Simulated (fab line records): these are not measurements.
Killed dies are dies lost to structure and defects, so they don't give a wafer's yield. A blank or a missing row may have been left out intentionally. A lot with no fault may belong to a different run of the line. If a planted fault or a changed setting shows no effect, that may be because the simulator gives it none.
The tool behind it: which one? / flow n5Finfet / 33 wafers from 11 lots sampled at 5 of the route's 1938 steps

== WHAT EACH GAUGE READ, for each wafer ==
Not one reading of a measure or inspect step in the record can be checked against a usual standard deviation.

== WHAT TOOL EACH LOT RAN ON (gives the tool, then ch and the chambers of the sampled wafers, and finally the start) ==
lot=L801; N5_BEOL_M9_CURE_72=uvCure-02 ch 1, day 11 11:55; N5_BEOL_M9_PRE_CLEAN_45=pvdSputter-01, day 11 13:22; N5_BEOL_M9_CVD_78=cvdCo-02 ch 0,1,2, day 11 13:55; N5_BEOL_M9_ANNEAL_51=rtpAnneal-01 ch 0, day 11 14:30; N5_PASSIVATION_PROBE_49=prober-02, day 14 02:38
lot=L800; N5_BEOL_M9_CURE_72=uvCure-02 ch 0, day 12 18:57; N5_BEOL_M9_PRE_CLEAN_45=pvdSputter-01, day 12 20:13; N5_BEOL_M9_CVD_78=cvdCo-01 ch 0,1,2, day 12 22:16; N5_BEOL_M9_ANNEAL_51=rtpAnneal-02 ch 0, day 12 23:07; N5_PASSIVATION_PROBE_49=prober-02, day 15 01:37
lot=L802; N5_BEOL_M9_CURE_72=uvCure-03 ch 1, day 12 23:22; N5_BEOL_M9_PRE_CLEAN_45=pvdSputter-01, day 12 23:47; N5_BEOL_M9_CVD_78=cvdCo-02 ch 0,1,2, day 13 00:16; N5_BEOL_M9_ANNEAL_51=rtpAnneal-01 ch 0, day 13 01:28; N5_PASSIVATION_PROBE_49=prober-02, day 15 07:55
lot=L803; N5_BEOL_M9_CURE_72=uvCure-01 ch 2, day 13 09:00; N5_BEOL_M9_PRE_CLEAN_45=pvdSputter-01, day 13 09:20; N5_BEOL_M9_CVD_78=cvdCo-02 ch 0,1,2, day 13 10:18; N5_BEOL_M9_ANNEAL_51=rtpAnneal-01 ch 0, day 13 10:47; N5_PASSIVATION_PROBE_49=prober-02, day 15 17:10
lot=L808; N5_BEOL_M9_CURE_72=uvCure-03 ch 2, day 15 03:46; N5_BEOL_M9_PRE_CLEAN_45=pvdSputter-03, day 15 04:13; N5_BEOL_M9_CVD_78=cvdCo-01 ch 0,2, day 15 05:24; N5_BEOL_M9_ANNEAL_51=rtpAnneal-02 ch 0, day 15 06:22; N5_PASSIVATION_PROBE_49=prober-02, day 17 19:25
lot=L814; N5_BEOL_M9_CURE_72=uvCure-01 ch 0, day 16 07:23; N5_BEOL_M9_PRE_CLEAN_45=pvdSputter-01, day 16 07:55; N5_BEOL_M9_CVD_78=cvdCo-02 ch 0,1,2, day 16 08:33; N5_BEOL_M9_ANNEAL_51=rtpAnneal-02 ch 0, day 16 09:11; N5_PASSIVATION_PROBE_49=prober-02, day 18 21:38
lot=L819; N5_BEOL_M9_CURE_72=uvCure-01 ch 2, day 16 07:47; N5_BEOL_M9_PRE_CLEAN_45=pvdSputter-03, day 16 08:37; N5_BEOL_M9_CVD_78=cvdCo-02 ch 0,1,2, day 16 09:57; N5_BEOL_M9_ANNEAL_51=rtpAnneal-02 ch 0, day 16 10:20; N5_PASSIVATION_PROBE_49=prober-01, day 19 05:30
lot=L818; N5_BEOL_M9_CURE_72=uvCure-03 ch 0, day 16 10:39; N5_BEOL_M9_PRE_CLEAN_45=pvdSputter-03, day 16 11:01; N5_BEOL_M9_CVD_78=cvdCo-02 ch 1,2, day 16 11:46; N5_BEOL_M9_ANNEAL_51=rtpAnneal-02 ch 0, day 16 13:43; N5_PASSIVATION_PROBE_49=prober-01, day 19 02:34
lot=L821; N5_BEOL_M9_CURE_72=uvCure-03 ch 2, day 17 22:42; N5_BEOL_M9_PRE_CLEAN_45=pvdSputter-03, day 17 23:43; N5_BEOL_M9_CVD_78=cvdCo-01 ch 0,1,2, day 18 00:10; N5_BEOL_M9_ANNEAL_51=rtpAnneal-02 ch 0, day 18 00:38; N5_PASSIVATION_PROBE_49=prober-01, day 20 06:53
lot=L823; N5_BEOL_M9_CURE_72=uvCure-01 ch 1, day 17 22:57; N5_BEOL_M9_PRE_CLEAN_45=pvdSputter-01, day 17 23:46; N5_BEOL_M9_CVD_78=cvdCo-01 ch 0,1,2, day 18 00:32; N5_BEOL_M9_ANNEAL_51=rtpAnneal-02 ch 0, day 18 01:18; N5_PASSIVATION_PROBE_49=prober-02, day 20 08:46
lot=L822; N5_BEOL_M9_CURE_72=uvCure-03 ch 1, day 18 06:49; N5_BEOL_M9_PRE_CLEAN_45=pvdSputter-03, day 18 07:44; N5_BEOL_M9_CVD_78=cvdCo-02 ch 0,1,2, day 18 09:58; N5_BEOL_M9_ANNEAL_51=rtpAnneal-01 ch 0, day 18 10:33; N5_PASSIVATION_PROBE_49=prober-02, day 21 01:13
- N5_BEOL_M9_CURE_72: cures SiCOH lowk, time 120 s.
- N5_BEOL_M9_PRE_CLEAN_45: time 30 s.
- N5_BEOL_M9_CVD_78: deposits Co from CCTBA/H2, target thk 2 nm, time 138.9 s.
- N5_BEOL_M9_ANNEAL_51: time 90 s.
- N5_PASSIVATION_PROBE_49

== WHAT THE TOOLS THEMSELVES READ (means of the sampled wafers that have a number; where no wafer has one, the mark that the record gives instead) ==
N5_BEOL_M9_CURE_72.
lot=L801; tool=uvCure-02; lampPowerPct (%)=52.32; wafer_temp_C_max=372.9
lot=L800; tool=uvCure-02; lampPowerPct (%)=52.33; wafer_temp_C_max=372.6
lot=L802; tool=uvCure-03; lampPowerPct (%)=52.29; wafer_temp_C_max=371.1
lot=L803; tool=uvCure-01; lampPowerPct (%)=52.34; wafer_temp_C_max=370.9
lot=L808; tool=uvCure-03; lampPowerPct (%)=52.31; wafer_temp_C_max=371.4
lot=L814; tool=uvCure-01; lampPowerPct (%)=52.34; wafer_temp_C_max=372.1
lot=L819; tool=uvCure-01; lampPowerPct (%)=52.32; wafer_temp_C_max=371.1
lot=L818; tool=uvCure-03; lampPowerPct (%)=52.34; wafer_temp_C_max=371.7
lot=L821; tool=uvCure-03; lampPowerPct (%)=52.34; wafer_temp_C_max=371.4
lot=L823; tool=uvCure-01; lampPowerPct (%)=52.30; wafer_temp_C_max=372.6
lot=L822; tool=uvCure-03; lampPowerPct (%)=52.33; wafer_temp_C_max=371.0

N5_BEOL_M9_PRE_CLEAN_45.
lot=L801; tool=pvdSputter-01; heaterPowerW (W)=301
lot=L800; tool=pvdSputter-01; heaterPowerW (W)=278
lot=L802; tool=pvdSputter-01; heaterPowerW (W)=319
lot=L803; tool=pvdSputter-01; heaterPowerW (W)=304
lot=L808; tool=pvdSputter-03; heaterPowerW (W)=337
lot=L814; tool=pvdSputter-01; heaterPowerW (W)=301
lot=L819; tool=pvdSputter-03; heaterPowerW (W)=371
lot=L818; tool=pvdSputter-03; heaterPowerW (W)=386
lot=L821; tool=pvdSputter-03; heaterPowerW (W)=357
lot=L823; tool=pvdSputter-01; heaterPowerW (W)=274
lot=L822; tool=pvdSputter-03; heaterPowerW (W)=346

N5_BEOL_M9_CVD_78.
lot=L801; tool=cvdCo-02; runLengthS (s)=161.1
lot=L800; tool=cvdCo-01; runLengthS (s)=161.8
lot=L802; tool=cvdCo-02; runLengthS (s)=161.0
lot=L803; tool=cvdCo-02; runLengthS (s)=161.6
lot=L808; tool=cvdCo-01; runLengthS (s)=103.9
lot=L814; tool=cvdCo-02; runLengthS (s)=161.3
lot=L819; tool=cvdCo-02; runLengthS (s)=161.4
lot=L818; tool=cvdCo-02; runLengthS (s)=161.6
lot=L821; tool=cvdCo-01; runLengthS (s)=161.3
lot=L823; tool=cvdCo-01; runLengthS (s)=161.7
lot=L822; tool=cvdCo-02; runLengthS (s)=161.2

N5_BEOL_M9_ANNEAL_51.
lot=L801 tool=rtpAnneal-01 wafer_temp_C_max=226.2
lot=L800 tool=rtpAnneal-02 wafer_temp_C_max=227.0
lot=L802 tool=rtpAnneal-01 wafer_temp_C_max=226.0
lot=L803 tool=rtpAnneal-01 wafer_temp_C_max=226.2
lot=L808 tool=rtpAnneal-02 wafer_temp_C_max=226.0
lot=L814 tool=rtpAnneal-02 wafer_temp_C_max=226.8
lot=L819 tool=rtpAnneal-02 wafer_temp_C_max=226.5
lot=L818 tool=rtpAnneal-02 wafer_temp_C_max=226.3
lot=L821 tool=rtpAnneal-02 wafer_temp_C_max=226.3
lot=L823 tool=rtpAnneal-02 wafer_temp_C_max=226.3
lot=L822 tool=rtpAnneal-01 wafer_temp_C_max=226.4

N5_PASSIVATION_PROBE_49.
lot=L801; tool=prober-02; defectLimitedYield (%)=91.6; killed_at_M0_to_M3=27; killed_at_M4_up=9; killedAtContacts=10; killedAtFrontEnd=49; killedAtOther=4.7; killedDies=99; killedOpen=68; killedShort=30; sort_bin_5_function (%)=4.9; sort_bin_6_memory (%)=3.3; sortNPass=1081; sortYieldPct (%)=91.6
lot=L800; tool=prober-02; defectLimitedYield (%)=90.1; killed_at_M0_to_M3=26; killed_at_M4_up=11; killedAtContacts=17; killedAtFrontEnd=59; killedAtOther=3.3; killedDies=116; killedOpen=70; killedShort=45; sort_bin_5_function (%)=5.3; sort_bin_6_memory (%)=4.1; sortNPass=1064; sortYieldPct (%)=90.1
lot=L802; tool=prober-02; defectLimitedYield (%)=93.2; killed_at_M0_to_M3=35; killed_at_M4_up=8; killedAtContacts=9; killedAtFrontEnd=25; killedAtOther=2.3; killedDies=80; killedOpen=51; killedShort=28; sort_bin_5_function (%)=3.6; sort_bin_6_memory (%)=2.8; sortNPass=1100; sortYieldPct (%)=93.2
lot=L803; tool=prober-02; defectLimitedYield (%)=89.4; killed_at_M0_to_M3=46; killed_at_M4_up=10; killedAtContacts=6; killedAtFrontEnd=59; killedAtOther=4.0; killedDies=125; killedOpen=83; killedShort=39; sort_bin_5_function (%)=6.1; sort_bin_6_memory (%)=3.9; sortNPass=1055; sortYieldPct (%)=89.4
lot=L808; tool=prober-02; defectLimitedYield (%)=90.8; killed_at_M0_to_M3=39; killed_at_M4_up=12; killedAtContacts=17; killedAtFrontEnd=37; killedAtOther=3.0; killedDies=109; killedOpen=70; killedShort=36; sort_bin_5_function (%)=5.3; sort_bin_6_memory (%)=3.6; sortNPass=1071; sortYieldPct (%)=90.8
lot=L814; tool=prober-02; defectLimitedYield (%)=92.9; killed_at_M0_to_M3=31; killed_at_M4_up=16; killedAtContacts=10; killedAtFrontEnd=23; killedAtOther=3.3; killedDies=83; killedOpen=58; killedShort=24; sort_bin_5_function (%)=4.2; sort_bin_6_memory (%)=2.7; sortNPass=1097; sortYieldPct (%)=92.9
lot=L819; tool=prober-01; defectLimitedYield (%)=89.9; killed_at_M0_to_M3=37; killed_at_M4_up=17; killedAtContacts=11; killedAtFrontEnd=51; killedAtOther=2.3; killedDies=119; killedOpen=78; killedShort=39; sort_bin_5_function (%)=5.7; sort_bin_6_memory (%)=3.9; sortNPass=1061; sortYieldPct (%)=89.9
lot=L818; tool=prober-01; defectLimitedYield (%)=90.4; killed_at_M0_to_M3=49; killed_at_M4_up=15; killedAtContacts=8; killedAtFrontEnd=39; killedAtOther=2.0; killedDies=113; killedOpen=75; killedShort=32; sort_bin_5_function (%)=5.4; sort_bin_6_memory (%)=3.9; sortNPass=1067; sortYieldPct (%)=90.4
lot=L821; tool=prober-01; defectLimitedYield (%)=92.9; killed_at_M0_to_M3=31; killed_at_M4_up=15; killedAtContacts=10; killedAtFrontEnd=25; killedAtOther=2.7; killedDies=84; killedOpen=54; killedShort=27; sort_bin_5_function (%)=4.7; sort_bin_6_memory (%)=2.1; sortNPass=1096; sortYieldPct (%)=92.9
lot=L823; tool=prober-02; defectLimitedYield (%)=92.0; killed_at_M0_to_M3=29; killed_at_M4_up=11; killedAtContacts=18; killedAtFrontEnd=35; killedAtOther=1.0; killedDies=94; killedOpen=62; killedShort=28; sort_bin_5_function (%)=4.6; sort_bin_6_memory (%)=3.1; sortNPass=1086; sortYieldPct (%)=92.0
lot=L822; tool=prober-02; defectLimitedYield (%)=90.1; killed_at_M0_to_M3=36; killed_at_M4_up=16; killedAtContacts=5; killedAtFrontEnd=58; killedAtOther=1.7; killedDies=117; killedOpen=74; killedShort=41; sort_bin_5_function (%)=5.5; sort_bin_6_memory (%)=3.9; sortNPass=1063; sortYieldPct (%)=90.1

== THE ANSWER, worked out from the rows above alone ==
Rule: the lots themselves supply what counts as usual. Put in order of their means at a reading, lots are off if they are a third of the lots or fewer, leave a main group of 4 or more, and stand apart from it by a gap of 3 or more times the standard deviation of the main group's means; of several such gaps the widest counts. A main group whose means are all the same, to the digits that the tables above print for the reading, isn't used. A lot without any number at a reading at which 4 lots or more have one is off too. All remaining lots with rows at the step are treated as sound. After the gauges, taken in route order, come the tools' own readings; for these a lot's mean is taken, as printed above. At the first step where some lot is off, the reading lying furthest off is the one used; lots without a number count as furthest.
Off: L808 (N5_BEOL_M9_CVD_78, runLengthS). Mean 161.4 s and standard deviation 0.25 in the main group.
A tool fits if, at that step or a process step before it, it ran every lot that is off, and no sound lot after the first of them. Not one of the candidates tried fits.

== WHAT THE SIMULATOR HAD PUT IN ==
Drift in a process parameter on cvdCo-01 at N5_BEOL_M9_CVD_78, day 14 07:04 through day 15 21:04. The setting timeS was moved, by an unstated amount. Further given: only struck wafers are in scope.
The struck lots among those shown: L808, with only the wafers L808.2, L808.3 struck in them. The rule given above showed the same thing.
